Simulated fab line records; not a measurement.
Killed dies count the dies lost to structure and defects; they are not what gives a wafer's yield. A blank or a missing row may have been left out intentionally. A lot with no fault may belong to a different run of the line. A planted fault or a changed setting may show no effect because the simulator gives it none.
fab line records + flow nand-harc
[record]
- lots = 14
- wafers = 42
- last-day = 32
route steps=1302 shown A_ONON_D1@429
lots that met no fault: from a run of the same line without faults
start-h: hours from the record's opening day to when the first of the lot's shown wafers began + wait-h: time in hours since the lot's previous step + " identical to the entry in the row above + L1.1+2: one row covering several wafers at once + - value missing, or start not given + * or withheld: withheld + < > ~ a bound
route shown NAME@n: names a module that has steps shown in the file, with the first one's number in the route + usual: mean/standard deviation taken from wafers without a fault + same: alike in all rows + chamber/n: place in a boat + sites: per-site readings + _std_site: standard deviation of those values + _edge_site: mean of outer sites minus mean of inner sites + radius-mm: for every site, how far away it sits from the centre of the wafer + mask NAME#n: copy n + behind: the last tool/chamber to shape the wafer + hold: why the lot went on hold/how many hours it stayed there/how the hold came to an end + device: which transistor (n, p or np) failed to switch + end of line: the route-end tests of the same wafers + a step with no rows: only its recipe + killed: the dies lost at the first sort to structure and to defects; this is not the yield of the wafer + map: the dies of a wafer, with x for killed, . for not killed, _ for no die there
set.NAME: the run value of the setting; set.NAME@STEP: its run value at that earlier step + model.NAME: the simulator's own value behind a step, which no gauge read
steps of the route over a sample of lots; a table a step, a row a wafer
services: from which hour (start-h, from the record's first day; less than 0 if before it) a tool's chamber was out of use, for how many hours, and why
[[steps]]
[step NHARC_A_ONON_D1_THK_MEAS_08]
[recipe]
- thk-meas-gauge = ellipsometry
[usual]
- thk-nm = 1001/8.9
| lot.wafer | tool          | chamber | start-h | wait-h | thk-nm |
|-----------|---------------|---------|---------|--------|--------|
| L276.2    | film-metro-02 | -       | 166.63  | -      | 998    |
| L276.3    | "             | -       | "       | "      | 997    |
| L276.5    | "             | -       | "       | "      | 998    |
| L279.1    | film-metro-01 | -       | 186.83  | -      | 1011   |
| L279.2    | "             | -       | "       | "      | 1009   |
| L279.5    | "             | -       | "       | "      | 1008   |
| L278.2    | film-metro-01 | -       | 186.96  | -      | 1007   |
| L278.4    | "             | -       | "       | "      | 1006   |
| L278.5    | "             | -       | "       | "      | 1008   |
| L280.2    | film-metro-01 | -       | 205.36  | -      | 994    |
| L280.5    | "             | -       | "       | "      | 993    |
| L280.6    | "             | -       | "       | "      | 993    |
| L281.3    | film-metro-01 | -       | 225.95  | -      | 997    |
| L281.4    | "             | -       | "       | "      | 1000   |
| L281.5    | "             | -       | "       | "      | 1000   |
| L283.2    | film-metro-01 | -       | 237.99  | -      | 1016   |
| L283.4    | "             | -       | "       | "      | 1015   |
| L283.5    | "             | -       | "       | "      | 1015   |
| L284.2    | film-metro-02 | -       | 248.44  | -      | 1015   |
| L284.5    | "             | -       | "       | "      | 1012   |
| L284.6    | "             | -       | "       | "      | 1015   |
| L285.1    | film-metro-01 | -       | 256.10  | -      | 985    |
| L285.4    | "             | -       | "       | "      | 985    |
| L285.6    | "             | -       | "       | "      | 983    |
| L287.3    | film-metro-02 | -       | 264.76  | -      | 1000   |
| L287.4    | "             | -       | "       | "      | 997    |
| L287.5    | "             | -       | "       | "      | 999    |
| L286.1    | film-metro-01 | -       | 264.77  | -      | 1004   |
| L286.3    | "             | -       | "       | "      | 1005   |
| L286.6    | "             | -       | "       | "      | 1005   |
| L289.1    | film-metro-01 | -       | 292.38  | -      | 1008   |
| L289.2    | "             | -       | "       | "      | 1011   |
| L289.6    | "             | -       | "       | "      | 1009   |
| L293.2    | film-metro-01 | -       | 344.48  | -      | 1002   |
| L293.5    | "             | -       | "       | "      | 1001   |
| L293.6    | "             | -       | "       | "      | 1001   |
| L296.1    | film-metro-01 | -       | 362.75  | -      | 988    |
| L296.4    | "             | -       | "       | "      | 988    |
| L296.5    | "             | -       | "       | "      | 990    |
| L297.1    | film-metro-01 | -       | 379.39  | -      | 996    |
| L297.4    | "             | -       | "       | "      | 996    |
| L297.5    | "             | -       | "       | "      | 997    |
[step NHARC_A_ONON_D1_THK_MEAS_14]
[recipe]
- thk-meas-gauge = ellipsometry
[usual]
- thk-nm = 996/11
| lot.wafer | tool          | chamber | start-h | wait-h | thk-nm |
|-----------|---------------|---------|---------|--------|--------|
| L276.2    | film-metro-01 | -       | 167.77  | -      | 1002   |
| L276.3    | "             | -       | "       | "      | 1001   |
| L276.5    | "             | -       | "       | "      | 1000   |
| L279.1    | film-metro-02 | -       | 187.97  | -      | 981    |
| L279.2    | "             | -       | "       | "      | 980    |
| L279.5    | "             | -       | "       | "      | 981    |
| L278.2    | film-metro-02 | -       | 188.11  | -      | 1006   |
| L278.4    | "             | -       | "       | "      | 1005   |
| L278.5    | "             | -       | "       | "      | 1006   |
| L280.2    | film-metro-02 | -       | 206.49  | -      | 989    |
| L280.5    | "             | -       | "       | "      | 990    |
| L280.6    | "             | -       | "       | "      | 989    |
| L281.3    | film-metro-01 | -       | 227.11  | -      | 997    |
| L281.4    | "             | -       | "       | "      | 997    |
| L281.5    | "             | -       | "       | "      | 994    |
| L283.2    | film-metro-02 | -       | 239.13  | -      | 992    |
| L283.4    | "             | -       | "       | "      | 991    |
| L283.5    | "             | -       | "       | "      | 991    |
| L284.2    | film-metro-02 | -       | 249.58  | -      | 1005   |
| L284.5    | "             | -       | "       | "      | 1004   |
| L284.6    | "             | -       | "       | "      | 1004   |
| L285.1    | film-metro-02 | -       | 257.24  | -      | 988    |
| L285.4    | "             | -       | "       | "      | 988    |
| L285.6    | "             | -       | "       | "      | 989    |
| L287.3    | film-metro-01 | -       | 265.89  | -      | 1009   |
| L287.4    | "             | -       | "       | "      | 1009   |
| L287.5    | "             | -       | "       | "      | 1009   |
| L286.1    | film-metro-02 | -       | 265.91  | -      | 979    |
| L286.3    | "             | -       | "       | "      | 983    |
| L286.6    | "             | -       | "       | "      | 979    |
| L289.1    | film-metro-02 | -       | 293.51  | -      | 992    |
| L289.2    | "             | -       | "       | "      | 992    |
| L289.6    | "             | -       | "       | "      | 993    |
| L293.2    | film-metro-02 | -       | 345.62  | -      | 1013   |
| L293.5    | "             | -       | "       | "      | 1012   |
| L293.6    | "             | -       | "       | "      | 1011   |
| L296.1    | film-metro-01 | -       | 363.88  | -      | 968    |
| L296.4    | "             | -       | "       | "      | 970    |
| L296.5    | "             | -       | "       | "      | 967    |
| L297.1    | film-metro-01 | -       | 380.53  | -      | 1012   |
| L297.4    | "             | -       | "       | "      | 1011   |
| L297.5    | "             | -       | "       | "      | 1012   |
[step NHARC_A_ONON_D1_THK_MEAS_21]
[recipe]
- thk-meas-gauge = ellipsometry
[usual]
- thk-nm = 1001/9.5
| lot.wafer | tool          | chamber | start-h | wait-h | thk-nm |
|-----------|---------------|---------|---------|--------|--------|
| L276.2    | film-metro-02 | -       | 178.24  | -      | 991    |
| L276.3    | "             | -       | "       | "      | 993    |
| L276.5    | "             | -       | "       | "      | 993    |
| L279.1    | film-metro-01 | -       | 196.32  | -      | 1006   |
| L279.2    | "             | -       | "       | "      | 1002   |
| L279.5    | "             | -       | "       | "      | 1004   |
| L278.2    | film-metro-02 | -       | 196.32  | -      | 993    |
| L278.4    | "             | -       | "       | "      | 994    |
| L278.5    | "             | -       | "       | "      | 995    |
| L280.2    | film-metro-02 | -       | 214.83  | -      | 989    |
| L280.5    | "             | -       | "       | "      | 989    |
| L280.6    | "             | -       | "       | "      | 989    |
| L281.3    | film-metro-02 | -       | 235.45  | -      | 989    |
| L281.4    | "             | -       | "       | "      | 990    |
| L281.5    | "             | -       | "       | "      | 990    |
| L283.2    | film-metro-02 | -       | 247.79  | -      | 994    |
| L283.4    | "             | -       | "       | "      | 994    |
| L283.5    | "             | -       | "       | "      | 995    |
| L284.2    | film-metro-02 | -       | 259.49  | -      | 999    |
| L284.5    | "             | -       | "       | "      | 998    |
| L284.6    | "             | -       | "       | "      | 998    |
| L285.1    | film-metro-02 | -       | 265.63  | -      | 1017   |
| L285.4    | "             | -       | "       | "      | 1017   |
| L285.6    | "             | -       | "       | "      | 1017   |
| L286.1    | film-metro-01 | -       | 274.46  | -      | 1012   |
| L286.3    | "             | -       | "       | "      | 1011   |
| L286.6    | "             | -       | "       | "      | 1010   |
| L287.3    | film-metro-02 | -       | 274.47  | -      | 1014   |
| L287.4    | "             | -       | "       | "      | 1014   |
| L287.5    | "             | -       | "       | "      | 1012   |
| L289.1    | film-metro-01 | -       | 301.68  | -      | 992    |
| L289.2    | "             | -       | "       | "      | 992    |
| L289.6    | "             | -       | "       | "      | 991    |
| L293.2    | film-metro-02 | -       | 358.00  | -      | 998    |
| L293.5    | "             | -       | "       | "      | 996    |
| L293.6    | "             | -       | "       | "      | 996    |
| L296.1    | film-metro-02 | -       | 372.19  | -      | 1002   |
| L296.4    | "             | -       | "       | "      | 1001   |
| L296.5    | "             | -       | "       | "      | 1000   |
| L297.1    | film-metro-02 | -       | 390.30  | -      | 986    |
| L297.4    | "             | -       | "       | "      | 988    |
| L297.5    | "             | -       | "       | "      | 988    |
[step NHARC_A_ONON_D1_DEP_22]
[recipe]
- target-thk-a = 10000
- n2-flow-sccm = 2750
- n2o-flow-sccm = 2000
- nh3-flow-sccm = 500
- sih4-flow-sccm = 210
- temp-c = 400
[usual]
- sih4-flow-sccm = 210.1/0.66
- susceptor-temp-C = 400.03/0.25
| lot.wafer | tool          | chamber | start-h | wait-h | sih4-flow-sccm | susceptor-temp-C |
|-----------|---------------|---------|---------|--------|----------------|------------------|
| L276.2    | pecvd-onon-02 | 0       | 178.35  | 0.1    | 211.1          | 399.92           |
| L276.3    | "             | 0       | "       | "      | 210.9          | 400.12           |
| L276.5    | "             | 0       | "       | "      | 210.3          | 399.71           |
| L279.1    | pecvd-onon-04 | 0       | 196.38  | 0.1    | 209.6          | 400.48           |
| L279.2    | "             | 0       | "       | "      | 210.0          | 400.19           |
| L279.5    | "             | 0       | "       | "      | 209.7          | 400.35           |
| L278.2    | pecvd-onon-01 | 0       | 196.44  | 0.1    | 209.4          | 399.97           |
| L278.4    | "             | 0       | "       | "      | 209.2          | 400.15           |
| L278.5    | "             | 0       | "       | "      | 209.4          | 400.13           |
| L280.2    | pecvd-onon-01 | 0       | 214.94  | 0.1    | 210.6          | 400.06           |
| L280.5    | "             | 0       | "       | "      | 208.4          | 400.10           |
| L280.6    | "             | 0       | "       | "      | 209.7          | 400.25           |
| L281.3    | pecvd-onon-01 | 0       | 235.62  | 0.2    | 210.2          | 400.39           |
| L281.4    | "             | 0       | "       | "      | 210.2          | 400.18           |
| L281.5    | "             | 0       | "       | "      | 210.8          | 400.17           |
| L283.2    | pecvd-onon-01 | 0       | 247.90  | 0.1    | 210.5          | 399.70           |
| L283.4    | "             | 0       | "       | "      | 211.0          | 399.63           |
| L283.5    | "             | 0       | "       | "      | 209.9          | 399.74           |
| L284.2    | pecvd-onon-02 | 0       | 259.60  | 0.1    | 210.3          | 399.96           |
| L284.5    | "             | 0       | "       | "      | 211.1          | 400.12           |
| L284.6    | "             | 0       | "       | "      | 211.0          | 399.71           |
| L285.1    | pecvd-onon-02 | 0       | 265.69  | 0.1    | 209.3          | 400.25           |
| L285.4    | "             | 0       | "       | "      | 210.0          | 399.76           |
| L285.6    | "             | 0       | "       | "      | 210.8          | 400.00           |
| L286.1    | pecvd-onon-02 | 0       | 274.52  | 0.1    | 210.4          | 400.15           |
| L286.3    | "             | 0       | "       | "      | 210.1          | 400.10           |
| L286.6    | "             | 0       | "       | "      | 209.7          | 399.87           |
| L287.3    | pecvd-onon-04 | 0       | 274.64  | 0.2    | 210.2          | 400.29           |
| L287.4    | "             | 0       | "       | "      | 210.1          | 399.93           |
| L287.5    | "             | 0       | "       | "      | 210.5          | 400.08           |
| L289.1    | pecvd-onon-04 | 0       | 301.74  | 0.1    | 209.6          | 400.30           |
| L289.2    | "             | 0       | "       | "      | 209.4          | 400.44           |
| L289.6    | "             | 0       | "       | "      | 209.6          | 400.24           |
| L293.2    | pecvd-onon-01 | 0       | 358.11  | 0.1    | 211.4          | 399.60           |
| L293.5    | "             | 0       | "       | "      | 210.0          | 399.53           |
| L293.6    | "             | 0       | "       | "      | 210.8          | 399.70           |
| L296.1    | pecvd-onon-01 | 0       | 372.25  | 0.1    | 209.5          | 399.83           |
| L296.4    | "             | 0       | "       | "      | 210.3          | 399.56           |
| L296.5    | "             | 0       | "       | "      | 210.2          | 399.91           |
| L297.1    | pecvd-onon-04 | 0       | 390.36  | 0.1    | 210.5          | 400.09           |
| L297.4    | "             | 0       | "       | "      | 210.6          | 400.04           |
| L297.5    | "             | 0       | "       | "      | 211.4          | 400.02           |
[step NHARC_A_ONON_D1_THK_MEAS_24]
[recipe]
- thk-meas-gauge = ellipsometry
[usual]
- thk-nm = 1002/9.3
| lot.wafer | tool          | chamber | start-h | wait-h | thk-nm |
|-----------|---------------|---------|---------|--------|--------|
| L276.2    | film-metro-02 | -       | 178.81  | -      | 993    |
| L276.3    | "             | -       | "       | "      | 994    |
| L276.5    | "             | -       | "       | "      | 994    |
| L279.1    | film-metro-02 | -       | 196.88  | -      | 1012   |
| L279.2    | "             | -       | "       | "      | 1009   |
| L279.5    | "             | -       | "       | "      | 1010   |
| L278.2    | film-metro-01 | -       | 196.89  | -      | 1001   |
| L278.4    | "             | -       | "       | "      | 1000   |
| L278.5    | "             | -       | "       | "      | 1001   |
| L280.2    | film-metro-01 | -       | 215.40  | -      | 1008   |
| L280.5    | "             | -       | "       | "      | 1006   |
| L280.6    | "             | -       | "       | "      | 1006   |
| L281.3    | film-metro-02 | -       | 236.01  | -      | 997    |
| L281.4    | "             | -       | "       | "      | 995    |
| L281.5    | "             | -       | "       | "      | 995    |
| L283.2    | film-metro-02 | -       | 248.36  | -      | 981    |
| L283.4    | "             | -       | "       | "      | 982    |
| L283.5    | "             | -       | "       | "      | 982    |
| L284.2    | film-metro-01 | -       | 260.05  | -      | 999    |
| L284.5    | "             | -       | "       | "      | 1001   |
| L284.6    | "             | -       | "       | "      | 1000   |
| L285.1    | film-metro-01 | -       | 266.19  | -      | 990    |
| L285.4    | "             | -       | "       | "      | 991    |
| L285.6    | "             | -       | "       | "      | 989    |
| L287.3    | film-metro-02 | -       | 275.03  | -      | 1008   |
| L287.4    | "             | -       | "       | "      | 1006   |
| L287.5    | "             | -       | "       | "      | 1007   |
| L286.1    | film-metro-01 | -       | 275.03  | -      | 987    |
| L286.3    | "             | -       | "       | "      | 988    |
| L286.6    | "             | -       | "       | "      | 988    |
| L289.1    | film-metro-01 | -       | 302.25  | -      | 1007   |
| L289.2    | "             | -       | "       | "      | 1005   |
| L289.6    | "             | -       | "       | "      | 1006   |
| L293.2    | film-metro-02 | -       | 358.56  | -      | 1195   |
| L293.5    | "             | -       | "       | "      | 1196   |
| L293.6    | "             | -       | "       | "      | 1014   |
| L296.1    | film-metro-01 | -       | 372.76  | -      | 993    |
| L296.4    | "             | -       | "       | "      | 1174   |
| L296.5    | "             | -       | "       | "      | 1173   |
| L297.1    | film-metro-02 | -       | 390.87  | -      | 1004   |
| L297.4    | "             | -       | "       | "      | 1004   |
| L297.5    | "             | -       | "       | "      | 1003   |
[[services]]
| tool          | chamber | start-h | hours | kind   |
|---------------|---------|---------|-------|--------|
| pecvd-onon-04 | -       | 156.33  | 2.2   | repair |
| pecvd-onon-02 | -       | 185.05  | 13.0  | pm     |
| pecvd-onon-01 | -       | 269.29  | 13.0  | pm     |
| pecvd-onon-04 | -       | 311.14  | 13.0  | pm     |
| pecvd-onon-02 | -       | 366.05  | 13.0  | pm     |
[[key]]
[first-sign]
- step = NHARC_A_ONON_D1_THK_MEAS_24
- reading = thk-nm
- direction = up
- sigmas = 20
- usual = 1002
- struck = 1184
effect none on later readings
met-at NHARC_A_ONON_D1_DEP_22
struck-lots L293,L296
struck-wafers L293.2,L293.5,L296.4,L296.5
sort-left-out L293.2,L293.5,L296.4,L296.5
tester-left-out L293,L296
not-acting-at NHARC_A_ONON_D1_THK_MEAS_08,NHARC_A_ONON_D1_THK_MEAS_14,NHARC_A_ONON_D1_THK_MEAS_21
onset-between 247.90 358.11
[fault]
- kind = process-parameter-drift
- tool = pecvd-onon-01
- chamber = -
- onset-h = 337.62
- steps = NHARC_A_ONON_D1_DEP_22
- channel = target-thk-a
- offset = *
- shape = step
- end-h = 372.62
- scope = struck-wafers-only
- acts-in = *
- stated = *
// tester-left-out: of these lots the tester's yield and bins aren't shown, on N5 and GAA mostly nor the transistor test; their killed dies are dies lost to structure and defects alone, not to doping, threshold or leakage, so they don't give the yield
// sort-left-out: the simulated sort isn't trusted on such a fault, so these wafers' sort isn't shown, and their yield isn't known
